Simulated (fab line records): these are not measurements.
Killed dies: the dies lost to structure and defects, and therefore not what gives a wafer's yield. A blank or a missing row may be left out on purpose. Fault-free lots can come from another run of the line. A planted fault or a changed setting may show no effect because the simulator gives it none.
Struck lot and sound lot, side by side -- flow n5Finfet -- 36 out of 1938 route steps
Sound: the wafers L974.3, L974.4, L974.5. The struck wafers were L971.2, L971.5, L971.6. Last of all comes the cause.
For every step that has rows: the tool of each side, followed by ch and its chambers, followed by its first start. Under that, the readings that differ: sound wafers -- struck wafers -- difference of the means -- sigmas: that difference in standard deviations of wafers without a fault.
alike: words and numbers the same on both sides, and readings whose means are apart by under 2 such deviations; not compared: readings that were withheld, readings missing a value for some wafer, numbers with overlapping values and no deviation given by the record, and bounds like >300 which may hide the same value.
Wherever a step has rows on one side only, a row that says differs or no value, or a row with sigmas, the two part there. Numbers that don't overlap but have no deviation are shown without sigmas and don't part them. A reading that every wafer of one side lacks parts them only if that side has two wafers or more.

first, 11 steps without rows for these wafers: N5_BEOL_M0_CUTY_STRIP_64 (strips in N2/H2); N5_BEOL_M0_ETCH_138 (etches SiCN in CH3F/O2, target depth 12 nm, time 31.6 s); N5_BEOL_M0_HM_OPEN_105 (chemistry Cl2/BCl3, target TiN, target depth 12 nm); N5_BEOL_M0_STRIP_140 (strips in CF4); N5_BEOL_M0_STRIP_104 (strips in N2/H2); N5_BEOL_M0_WET_ETCH_106 (etches SiO2 in DHF, target depth 130 nm, rinse time 30 s); N5_BEOL_M0_ETCH_128 (etches SiCN in CF4/N2, target depth 12 nm, overetch 5.1 nm, time 21.4 s); N5_BEOL_M0_TRENCH_ETCH_107 (etches SiOC in C4F6/O2, target depth 32.8 nm, time 16.4 s); N5_BEOL_M0_STRIP_142 (strips in N2/H2, time 10 s); N5_BEOL_M0_HM_STRIP_129 (strips TiN in peroxide tin strip, target depth 17 nm, time 108 s); N5_BEOL_M0_SRD_130 (time 30 s).
N5_BEOL_M0_ETCH_109: etches SiCN in CH3F/O2, target depth 8 nm, overetch 2.4 nm, time 27.4 s.
  sound on rieDiel-02 ch 0,1, day 12 01:22; struck on rieDiel-02 ch 0,2,3, day 10 12:32
  no value came back on the struck wafers for any of 7 readings (CH3F_flow_sccm (sccm), O2_flow_sccm (sccm) and others); on the sound wafers CH3F_flow_sccm (sccm) reads 30.09 29.99 30.05
reading,sound,struck,difference,sigmas
model.SiOC_of_BEOL_M0_SAQP_ILD_DEP_01.thkNm (nm),42.6 43.4 42.8,44.8 45 45.8,+2.3,
  not compared: rfHoursCounterH
then, 16 steps without rows for these wafers: N5_BEOL_M0_STRIP_139 (strips in post etch residue remover, time 60 s); N5_BEOL_M0_SRD_111 (time 30 s); N5_BEOL_M0_DEGAS_112 (time 60 s); N5_BEOL_M0_PRE_CLEAN_113 (time 30 s); N5_BEOL_M0_ALD_136 (deposits TaN, pulse time 2 s, purge time 3 s, co reactant purge time 2 s); N5_BEOL_M0_SURFACE_TREAT_137; N5_BEOL_M0_CVD_115 (deposits Co from CCTBA/H2, time 120 s); N5_BEOL_M0_SPUTTER_116 (material Cu, target thk 4 nm, time 7.37 s); N5_BEOL_M0_ANNEAL_117 (time 60 s); N5_BEOL_M0_SPUTTER_132 (material Cu, target thk 4 nm, time 7.37 s); N5_BEOL_M0_ANNEAL_133 (time 60 s); N5_BEOL_M0_SPUTTER_134 (material Cu, target thk 4 nm, time 7.37 s); N5_BEOL_M0_ANNEAL_135 (time 60 s); N5_BEOL_M0_SPUTTER_141 (material Cu, target thk 4 nm, time 7.37 s); N5_BEOL_M0_ECD_118 (material Cu, target thk 300 nm); N5_BEOL_M0_ANNEAL_119 (time 90 s).
N5_BEOL_M0_CMP_120: polishes, stops on SiOC, t overpolish 6.9 s.
  sound on cmp-03 ch 1,2, day 12 04:55; struck on cmp-02 ch 0,2,3, day 10 15:28
reading,sound,struck,difference,sigmas
model.SiOC_of_BEOL_M0_SAQP_ILD_DEP_01.thkNm (nm),39.6 40.4 39.6,41.6 42 42.6,+2.2,
  alike: edgeZonePressureFrac, motorCurrentA
then, 4 steps without rows for these wafers: N5_BEOL_M0_PRE_CLEAN_131 (time 15 s); N5_BEOL_M0_CO_CAP_123 (material Co, precursor CCTBA/H2, target thk 2 nm, time 102.1 s); N5_BEOL_M0_PRE_CLEAN_124 (time 15 s); N5_BEOL_M0_DEP_125 (deposits SiCN from 3MS/NH3, target thk 8 nm, time 14 s).
N5_BEOL_M0_RS_MEAS_126: measures by four-point-probe.
  struck on filmMetro-02, day 10 15:54; sound on filmMetro-02, day 12 05:28
reading,sound,struck,difference,sigmas
M0_RS (ohm/sq),0.532 0.515 0.551,0.614 0.587 0.576,+0.060,+3
N5_BEOL_M4_RC_MEAS_101:
  the record has rows for the sound wafers here (prober-01 ch 0, day 16 09:44) and none for the struck ones
-- here the record skips 8 days between the struck wafers' starts before and after, leaving off in module BEOL_M4 and picking up in module PASSIVATION (first step shown: number 1936 of the route) --
N5_PASSIVATION_PROBE_49:
  record: rows for the struck wafers here (prober-01, day 18 23:14), none for the sound ones

== WHERE THEY PART ==
Earliest at N5_BEOL_M0_ETCH_109; latest, in this record, at N5_PASSIVATION_PROBE_49.

WHY: what had been put in by the simulator
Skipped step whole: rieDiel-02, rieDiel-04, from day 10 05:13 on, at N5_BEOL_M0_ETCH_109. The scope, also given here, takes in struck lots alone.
